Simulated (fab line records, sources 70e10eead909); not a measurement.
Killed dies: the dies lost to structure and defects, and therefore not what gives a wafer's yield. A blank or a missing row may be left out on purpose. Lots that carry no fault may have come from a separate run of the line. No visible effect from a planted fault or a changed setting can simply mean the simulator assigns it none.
The tool behind it: which one? | flow nandHarc | 14 lots, 42 wafers sampled, at 2 steps of a route of 1159

WHAT THE GAUGES SHOWED, per wafer
NHARC_A_BLC_INSPECT_28. Usual: rawDefectCount reads 403 (standard deviation 110).
lot  | measured     | on               | rawDefectCount | flag
L927 | day 17 22:06 | defectInspect-01 | 318 422 311    | 
L928 | day 17 22:43 | defectInspect-02 | 411 347 508    | 
L929 | day 18 08:11 | defectInspect-02 | 339 456 514    | 
L931 | day 18 14:07 | defectInspect-02 | 297 339 311    | 
L934 | day 19 09:01 | defectInspect-01 | 371 395 567    | 
L932 | day 20 01:01 | defectInspect-02 | 350 275 459    | 
L939 | day 20 03:19 | defectInspect-02 | 397 455 550    | 
L943 | day 21 13:41 | defectInspect-02 | 326 495 406    | 
L944 | day 21 18:08 | defectInspect-02 | 481 361 276    | 
L945 | day 21 19:46 | defectInspect-01 | 293 395 292    | 
L948 | day 22 01:28 | defectInspect-02 | 259 468 292    | 
L947 | day 22 01:54 | defectInspect-02 | 393 457 427    | 
L949 | day 22 17:23 | defectInspect-02 | 459 299 626    | 
L950 | day 24 00:20 | defectInspect-02 | 334 361 379    | 

NHARC_A_M0_INSPECT_11. Usual: rawDefectCount reads 29 (standard deviation 15).
lot  | measured     | on               | rawDefectCount | flag
L927 | day 17 23:08 | defectInspect-01 | 19 32 26       | 
L928 | day 17 23:47 | defectInspect-01 | 18 13 14       | 
L929 | day 18 09:14 | defectInspect-02 | 10 12 18       | 
L931 | day 18 15:02 | defectInspect-01 | 17 8 15        | 
L934 | day 19 10:03 | defectInspect-01 | 16 15 21       | 
L932 | day 20 02:02 | defectInspect-01 | 33 46 34       | 
L939 | day 20 04:13 | defectInspect-02 | 10 8 11        | 
L943 | day 21 14:43 | defectInspect-01 | 28 45 40       | 
L944 | day 21 19:02 | defectInspect-01 | 40 29 25       | 
L945 | day 21 20:48 | defectInspect-01 | 15 14 16       | 
L948 | day 22 02:29 | defectInspect-02 | 56 46 52       | 
L947 | day 22 02:56 | defectInspect-01 | 17 21 21       | 
L949 | day 22 18:17 | defectInspect-01 | 17 26 24       | 
L950 | day 24 01:21 | defectInspect-02 | 37 56 44       | 

EACH LOT AND THE TOOL THAT RAN IT (in order: tool; ch and the chambers of the sampled wafers; start)
No process step before these readings appears in the record.

AS READ BY THE TOOLS THEMSELVES (means over the sampled wafers that have a number; for cases with no such wafer, the mark the record gives instead)
The record holds no such reading with a usual standard deviation.

THE ANSWER, worked out from the rows above alone
Rule: a lot is off if the mean of its wafers that have a number lies more than 3 standard deviations from the usual mean. A lot without any number at a reading at which 4 lots or more have one is off too. Where the step has rows for the other lots, those lots are counted as sound. Order of review: gauges by route order, followed by the tools' own readings, for which a lot's mean as printed above is used. At the first step where some lot is off, the reading lying furthest off is the one used; lots without a number count as furthest.
Nothing can be told from this: no lot is off at any reading shown.

WHAT THE SIMULATOR HAD INSERTED
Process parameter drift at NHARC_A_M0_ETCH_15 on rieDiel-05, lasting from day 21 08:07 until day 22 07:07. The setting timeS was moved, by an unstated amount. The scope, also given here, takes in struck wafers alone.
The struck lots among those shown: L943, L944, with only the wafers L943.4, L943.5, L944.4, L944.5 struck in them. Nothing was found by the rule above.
